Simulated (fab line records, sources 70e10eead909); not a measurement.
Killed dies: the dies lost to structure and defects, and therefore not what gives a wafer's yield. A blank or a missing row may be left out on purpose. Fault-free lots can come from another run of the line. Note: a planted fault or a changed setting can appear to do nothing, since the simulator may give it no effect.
fab line records / flow nandHarc
record lots=6 wafers=18 lastDay=33
route steps=1302 shown A_DECK1_JOINT@530
lots with no fault: from the same line, run without faults
startH: the number of hours between the record's first day and the start of the first shown wafer of the lot / waitH: time in hours since the lot's previous step / " identical to the entry in the row above / L1.1+2: a row that stands for several wafers / - no value, or no start given / * or withheld: withheld / < > ~ a bound
route shown NAME@n: names a module that has steps shown in the file, with the first one's number in the route / usual: the fault-free wafers' mean and standard deviation / same: alike in all rows / chamber/n: place in a boat / sites: per-site readings / _std_site: how widely they spread, as a standard deviation / _edge_site: outer sites' mean less inner sites' / radiusMm: for every site, how far away it sits from the centre of the wafer / mask NAME#n: copy n / behind: the most recent tool/chamber to have shaped the wafer / hold: why the lot was held/for how many hours/how that ended / device: which transistor (n, p or np) failed to switch / end of line: tests run on the same wafers once the route is complete / a step without rows: its recipe alone / killed: not the wafer's yield, but the dies lost to structure and defects at the first sort / map: dies across one wafer; x = killed, . = not, _ = none there
set.NAME: the setting as run; set.NAME@STEP: as run at that earlier step / model.NAME: the simulator's own value behind a step, which no gauge read
lots at some steps of the route; a table a step, a row a wafer
services: the hour from which a tool's chamber was out of use, counted from the record's first day as startH (under 0 if before that day), plus the number of hours and why
## steps
# step NHARC_A_DECK1_JOINT_ETCHBACK_00
# recipe targetDepthA=300 timeS=17.4 hbrFlowSccm=150 rfW=350 icpW=350 biasW=60 chemistry=HBr
# usual drypumpMotorCurrentA=5.6/0.46 oesProductAu=1.000/0.011 throttleValvePct=23.266/0.0086
lot.wafer=L232.1 tool=rieSi-01 chamber=3 startH=276.40 waitH=0.1 drypumpMotorCurrentA=4.7 oesProductAu=1.006 rfHoursCounterH=0.5 throttleValvePct=23.275
lot.wafer=L232.4 tool=rieSi-01 chamber=1 startH=276.40 waitH=0.1 drypumpMotorCurrentA=6.0 oesProductAu=1.002 rfHoursCounterH=0.5 throttleValvePct=23.259
lot.wafer=L232.6 tool=rieSi-01 chamber=0 startH=276.40 waitH=0.1 drypumpMotorCurrentA=5.8 oesProductAu=1.005 rfHoursCounterH=- throttleValvePct=23.270
lot.wafer=L236.3 tool=rieSi-01 chamber=0 startH=312.75 waitH=0.1 drypumpMotorCurrentA=5.8 oesProductAu=1.008 rfHoursCounterH=0.7 throttleValvePct=23.253
lot.wafer=L236.4 tool=rieSi-01 chamber=3 startH=312.75 waitH=0.1 drypumpMotorCurrentA=4.7 oesProductAu=0.997 rfHoursCounterH=0.7 throttleValvePct=23.264
lot.wafer=L236.5 tool=rieSi-01 chamber=1 startH=312.75 waitH=0.1 drypumpMotorCurrentA=6.0 oesProductAu=0.990 rfHoursCounterH=- throttleValvePct=23.265
lot.wafer=L242.3 tool=rieSi-01 chamber=1 startH=379.09 waitH=0.1 drypumpMotorCurrentA=6.0 oesProductAu=1.009 rfHoursCounterH=0 throttleValvePct=23.269
lot.wafer=L242.1 tool=rieSi-01 chamber=0 startH=379.09 waitH=0.1 drypumpMotorCurrentA=5.8 oesProductAu=0.980 rfHoursCounterH=0 throttleValvePct=23.274
lot.wafer=L242.6 tool=rieSi-01 chamber=1 startH=379.09 waitH=0.1 drypumpMotorCurrentA=6.0 oesProductAu=1.009 rfHoursCounterH=- throttleValvePct=23.275
lot.wafer=L245.4 tool=rieSi-05 chamber=0 startH=399.50 waitH=0.1 drypumpMotorCurrentA=6.2 oesProductAu=1.016 rfHoursCounterH=0.4 throttleValvePct=23.245
lot.wafer=L245.5 tool=rieSi-05 chamber=2 startH=399.50 waitH=0.1 drypumpMotorCurrentA=6.2 oesProductAu=1.012 rfHoursCounterH=- throttleValvePct=23.252
lot.wafer=L245.6 tool=rieSi-05 chamber=3 startH=399.50 waitH=0.1 drypumpMotorCurrentA=5.8 oesProductAu=1.002 rfHoursCounterH=- throttleValvePct=23.265
lot.wafer=L253.1 tool=rieSi-05 chamber=0 startH=475.55 waitH=0.1 drypumpMotorCurrentA=6.2 oesProductAu=1.017 rfHoursCounterH=0.8 throttleValvePct=23.275
lot.wafer=L253.3 tool=rieSi-05 chamber=1 startH=475.55 waitH=0.1 drypumpMotorCurrentA=5.9 oesProductAu=0.986 rfHoursCounterH=1.0 throttleValvePct=23.273
lot.wafer=L253.5 tool=rieSi-05 chamber=3 startH=475.55 waitH=0.1 drypumpMotorCurrentA=5.8 oesProductAu=0.995 rfHoursCounterH=- throttleValvePct=23.263
lot.wafer=L252.3 tool=rieSi-04 chamber=2 startH=475.58 waitH=0.1 drypumpMotorCurrentA=5.9 oesProductAu=0.992 rfHoursCounterH=0.8 throttleValvePct=23.255
lot.wafer=L252.6 tool=rieSi-04 chamber=0 startH=475.58 waitH=0.1 drypumpMotorCurrentA=5.2 oesProductAu=1.013 rfHoursCounterH=- throttleValvePct=23.278
lot.wafer=L252.5 tool=rieSi-04 chamber=1 startH=475.58 waitH=0.1 drypumpMotorCurrentA=5.6 oesProductAu=1.001 rfHoursCounterH=- throttleValvePct=23.277
# step NHARC_A_DECK1_JOINT_PRECLEAN_30
# recipe timeS=* tempC=50 bathAgeMin=0 chemistry=SC1
# step NHARC_A_DECK1_JOINT_SRD_31
# step NHARC_A_DECK1_JOINT_CVD_34
# recipe targetThkA=200 tempC=700 pressureMtorr=300 material=SiNx
# step NHARC_A_DECK1_JOINT_DEP_06
# recipe targetThkA=800 tempC=65 material=SiOx
# step NHARC_A_DECK1_JOINT_CURE_26
# recipe tempC=150 timeS=32 pressureAtm=0.395
# step NHARC_A_DECK1_JOINT_ANNEAL_27
# recipe tempC=400 timeS=3600 idleTempC=300 rampUpCPerMin=10 densificationPH2oTorr=640
# step NHARC_A_DECK1_JOINT_ANNEAL_28
# recipe tempC=500 timeS=1800 idleTempC=400 rampUpCPerMin=10 densificationPH2oTorr=640
# step NHARC_A_DECK1_JOINT_ANNEAL_29
# recipe tempC=750 timeS=1800 idleTempC=500 rampUpCPerMin=10 rampDownCPerMin=3
# step NHARC_A_DECK1_JOINT_CMP_02
# recipe material=SiOx
# usual motorCurrentA=12.1/1.4
lot.wafer=L232.4 tool=cmp-01 chamber=0 startH=301.79 waitH=0.4 motorCurrentA=13.1
lot.wafer=L232.1 tool=cmp-01 chamber=2 startH=301.79 waitH=0.4 motorCurrentA=10.7
lot.wafer=L232.6 tool=cmp-01 chamber=3 startH=301.79 waitH=0.4 motorCurrentA=12.0
lot.wafer=L236.3 tool=cmp-01 chamber=1 startH=331.70 waitH=0.4 motorCurrentA=13.8
lot.wafer=L236.4 tool=cmp-01 chamber=2 startH=331.70 waitH=0.4 motorCurrentA=10.6
lot.wafer=L236.5 tool=cmp-01 chamber=0 startH=331.70 waitH=0.4 motorCurrentA=12.8
lot.wafer=L242.1 tool=cmp-01 chamber=0 startH=409.35 waitH=0.4 motorCurrentA=13.1
lot.wafer=L242.3 tool=cmp-01 chamber=1 startH=409.35 waitH=0.4 motorCurrentA=13.3
lot.wafer=L242.6 tool=cmp-01 chamber=2 startH=409.35 waitH=0.4 motorCurrentA=11.1
lot.wafer=L245.4 tool=cmp-04 chamber=0 startH=420.54 waitH=0.4 motorCurrentA=10.6
lot.wafer=L245.5 tool=cmp-04 chamber=2 startH=420.54 waitH=0.4 motorCurrentA=10.5
lot.wafer=L245.6 tool=cmp-04 chamber=3 startH=420.54 waitH=0.4 motorCurrentA=10.4
lot.wafer=L252.3 tool=cmp-03 chamber=2 startH=505.56 waitH=0.4 motorCurrentA=12.2
lot.wafer=L252.6 tool=cmp-03 chamber=1 startH=505.56 waitH=0.4 motorCurrentA=11.3
lot.wafer=L252.5 tool=cmp-03 chamber=2 startH=505.56 waitH=0.4 motorCurrentA=12.6
lot.wafer=L253.1 tool=cmp-01 chamber=1 startH=505.56 waitH=0.4 motorCurrentA=13.1
lot.wafer=L253.3 tool=cmp-01 chamber=2 startH=505.56 waitH=0.4 motorCurrentA=10.2
lot.wafer=L253.5 tool=cmp-01 chamber=0 startH=505.56 waitH=0.4 motorCurrentA=13.1
# step NHARC_A_DECK1_JOINT_SRD_15
# step NHARC_A_DECK1_JOINT_DEP_16
# recipe targetThkA=450 tempC=400 pressureTorr=6.5 rfW=900 teosFlowSccm=161.4 flowSccm=2650 targetThkNm=45 gas=O2 material=SiO2
# usual heaterPowerW=575/88 throttleValvePct=16.3/0.43
lot.wafer=L232.1 tool=pecvd-01 chamber=2 startH=302.16 waitH=0.1 heaterPowerW=531 throttleValvePct=16.9
lot.wafer=L232.6 tool=pecvd-01 chamber=2 startH=302.16 waitH=0.1 heaterPowerW=536 throttleValvePct=16.9
lot.wafer=L232.4 tool=pecvd-01 chamber=0 startH=302.16 waitH=0.1 heaterPowerW=604 throttleValvePct=15.8
lot.wafer=L236.3 tool=pecvd-03 chamber=1 startH=332.09 waitH=0.1 heaterPowerW=501 throttleValvePct=16.2
lot.wafer=L236.4 tool=pecvd-03 chamber=0 startH=332.09 waitH=0.1 heaterPowerW=542 throttleValvePct=16.5
lot.wafer=L236.5 tool=pecvd-03 chamber=1 startH=332.09 waitH=0.1 heaterPowerW=506 throttleValvePct=16.2
lot.wafer=L242.1 tool=pecvd-01 chamber=2 startH=409.76 waitH=0.1 heaterPowerW=498 throttleValvePct=16.2
lot.wafer=L242.3 tool=pecvd-01 chamber=0 startH=409.76 waitH=0.1 heaterPowerW=638 throttleValvePct=15.7
lot.wafer=L242.6 tool=pecvd-01 chamber=1 startH=409.76 waitH=0.1 heaterPowerW=726 throttleValvePct=16.9
lot.wafer=L245.5 tool=pecvd-01 chamber=2 startH=420.97 waitH=0.2 heaterPowerW=550 throttleValvePct=16.5
lot.wafer=L245.6 tool=pecvd-01 chamber=0 startH=420.97 waitH=0.2 heaterPowerW=644 throttleValvePct=15.9
lot.wafer=L245.4 tool=pecvd-01 chamber=1 startH=420.97 waitH=0.2 heaterPowerW=725 throttleValvePct=17.0
lot.wafer=L252.3 tool=pecvd-03 chamber=0 startH=505.93 waitH=0.1 heaterPowerW=628 throttleValvePct=16.9
lot.wafer=L252.6 tool=pecvd-03 chamber=0 startH=505.93 waitH=0.1 heaterPowerW=631 throttleValvePct=17.0
lot.wafer=L252.5 tool=pecvd-03 chamber=1 startH=505.93 waitH=0.1 heaterPowerW=610 throttleValvePct=16.8
lot.wafer=L253.1 tool=pecvd-04 chamber=0 startH=505.93 waitH=0.1 heaterPowerW=408 throttleValvePct=16.2
lot.wafer=L253.3 tool=pecvd-04 chamber=1 startH=505.93 waitH=0.1 heaterPowerW=581 throttleValvePct=16.3
lot.wafer=L253.5 tool=pecvd-04 chamber=1 startH=505.93 waitH=0.1 heaterPowerW=565 throttleValvePct=16.3
# step NHARC_A_DECK1_JOINT_THK_MEAS_17
# recipe thkMeasGauge=ellipsometry
# usual thkNm=44.9/0.98
lot.wafer=L232.1 tool=filmMetro-02 chamber=- startH=302.44 waitH=0.3 thkNm=44.9
lot.wafer=L232.4 tool=filmMetro-02 chamber=- startH=302.44 waitH=0.3 thkNm=44.5
lot.wafer=L232.6 tool=filmMetro-02 chamber=- startH=302.44 waitH=0.3 thkNm=45.0
lot.wafer=L236.3 tool=filmMetro-01 chamber=- startH=332.31 waitH=0.2 thkNm=45.5
lot.wafer=L236.4 tool=filmMetro-01 chamber=- startH=332.31 waitH=0.2 thkNm=46.4
lot.wafer=L236.5 tool=filmMetro-01 chamber=- startH=332.31 waitH=0.2 thkNm=43.5
lot.wafer=L242.1 tool=filmMetro-01 chamber=- startH=410.01 waitH=0.2 thkNm=46.4
lot.wafer=L242.3 tool=filmMetro-01 chamber=- startH=410.01 waitH=0.2 thkNm=39.0
lot.wafer=L242.6 tool=filmMetro-01 chamber=- startH=410.01 waitH=0.2 thkNm=43.4
lot.wafer=L245.4 tool=filmMetro-01 chamber=- startH=421.17 waitH=0.1 thkNm=43.7
lot.wafer=L245.5 tool=filmMetro-01 chamber=- startH=421.17 waitH=0.1 thkNm=46.5
lot.wafer=L245.6 tool=filmMetro-01 chamber=- startH=421.17 waitH=0.1 thkNm=39.2
lot.wafer=L252.3 tool=filmMetro-01 chamber=- startH=506.21 waitH=0.3 thkNm=43.7
lot.wafer=L252.5 tool=filmMetro-01 chamber=- startH=506.21 waitH=0.3 thkNm=44.5
lot.wafer=L252.6 tool=filmMetro-01 chamber=- startH=506.21 waitH=0.3 thkNm=44.2
lot.wafer=L253.1 tool=filmMetro-02 chamber=- startH=506.21 waitH=0.3 thkNm=45.4
lot.wafer=L253.3 tool=filmMetro-02 chamber=- startH=506.21 waitH=0.3 thkNm=45.2
lot.wafer=L253.5 tool=filmMetro-02 chamber=- startH=506.21 waitH=0.3 thkNm=44.7
# step NHARC_A_DECK1_JOINT_INSPECT_05
# usual rawDefectCount=333/130
lot.wafer=L232.1 tool=defectInspect-02 chamber=- startH=302.47 waitH=0.0 rawDefectCount=329
lot.wafer=L232.4 tool=defectInspect-02 chamber=- startH=302.47 waitH=0.0 rawDefectCount=234
lot.wafer=L232.6 tool=defectInspect-02 chamber=- startH=302.47 waitH=0.0 rawDefectCount=207
lot.wafer=L236.3 tool=defectInspect-01 chamber=- startH=332.35 waitH=0.0 rawDefectCount=409
lot.wafer=L236.4 tool=defectInspect-01 chamber=- startH=332.35 waitH=0.0 rawDefectCount=517
lot.wafer=L236.5 tool=defectInspect-01 chamber=- startH=332.35 waitH=0.0 rawDefectCount=605
lot.wafer=L242.1 tool=defectInspect-02 chamber=- startH=410.05 waitH=0.0 rawDefectCount=121
lot.wafer=L242.3 tool=defectInspect-02 chamber=- startH=410.05 waitH=0.0 rawDefectCount=249
lot.wafer=L242.6 tool=defectInspect-02 chamber=- startH=410.05 waitH=0.0 rawDefectCount=156
lot.wafer=L245.4 tool=defectInspect-01 chamber=- startH=421.20 waitH=0.0 rawDefectCount=332
lot.wafer=L245.5 tool=defectInspect-01 chamber=- startH=421.20 waitH=0.0 rawDefectCount=239
lot.wafer=L245.6 tool=defectInspect-01 chamber=- startH=421.20 waitH=0.0 rawDefectCount=482
lot.wafer=L252.3 tool=defectInspect-01 chamber=- startH=506.24 waitH=0.0 rawDefectCount=231
lot.wafer=L252.5 tool=defectInspect-01 chamber=- startH=506.24 waitH=0.0 rawDefectCount=146
lot.wafer=L252.6 tool=defectInspect-01 chamber=- startH=506.24 waitH=0.0 rawDefectCount=294
lot.wafer=L253.1 tool=defectInspect-01 chamber=- startH=506.25 waitH=0.0 rawDefectCount=366
lot.wafer=L253.3 tool=defectInspect-01 chamber=- startH=506.25 waitH=0.0 rawDefectCount=362
lot.wafer=L253.5 tool=defectInspect-01 chamber=- startH=506.25 waitH=0.0 rawDefectCount=306
## services
tool=pecvd-01 chamber=- startH=264.74 hours=2.4 kind=repair
tool=cmp-01 chamber=- startH=283.01 hours=0.8 kind=repair
tool=pecvd-03 chamber=- startH=297.08 hours=0.4 kind=repair
tool=rieSi-05 chamber=0 startH=304.98 hours=49.1 kind=repair
tool=rieSi-05 chamber=- startH=305.00 hours=9.0 kind=pm
tool=pecvd-03 chamber=0 startH=317.86 hours=3.1 kind=repair
tool=pecvd-01 chamber=- startH=323.07 hours=13.0 kind=pm
tool=cmp-01 chamber=- startH=324.80 hours=0.8 kind=repair
tool=rieSi-05 chamber=1 startH=337.45 hours=0.9 kind=repair
tool=pecvd-03 chamber=- startH=366.00 hours=13.0 kind=pm
tool=rieSi-01 chamber=- startH=370.00 hours=9.0 kind=pm
tool=cmp-01 chamber=- startH=381.92 hours=4.0 kind=pm
tool=cmp-01 chamber=- startH=391.56 hours=1.2 kind=repair
tool=rieSi-01 chamber=0 startH=396.46 hours=8.3 kind=repair
tool=pecvd-03 chamber=2 startH=408.63 hours=6.7 kind=repair
tool=cmp-01 chamber=- startH=420.22 hours=6.5 kind=repair
tool=pecvd-01 chamber=- startH=430.20 hours=1.5 kind=repair
tool=cmp-01 chamber=- startH=445.65 hours=2.6 kind=repair
tool=cmp-01 chamber=- startH=461.46 hours=10.5 kind=repair
tool=rieSi-05 chamber=1 startH=477.25 hours=13.9 kind=repair
tool=cmp-01 chamber=- startH=479.92 hours=4.0 kind=pm
tool=rieSi-05 chamber=- startH=482.00 hours=9.0 kind=pm
tool=rieSi-05 chamber=- startH=491.45 hours=0.6 kind=repair
tool=pecvd-01 chamber=- startH=504.31 hours=13.0 kind=pm
## key
firstSign step=NHARC_A_DECK1_JOINT_THK_MEAS_17 reading=thkNm direction=down sigmas=5.9 usual=44.9 struck=39.1
effect none on later readings
metAt NHARC_A_DECK1_JOINT_DEP_16
struckWafers L242.3,L245.6
testerLeftOut L242,L245
onsetBetween 302.16 409.76
fault kind=siteProfileDrift tool=pecvd-01 chamber=0 onsetH=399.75 steps=NHARC_A_DECK1_JOINT_DEP_16 basis=fraction maxAbsDrift=0.30508 slopeSharePerHr=67.795 sitePattern=0,0,0,0,0,-1,-1,-1,-1
# testerLeftOut: of these lots the tester's yield and bins aren't shown, on N5 and GAA mostly nor the transistor test; their killed dies are dies lost to structure and defects alone, not to doping, threshold or leakage, so they don't give the yield
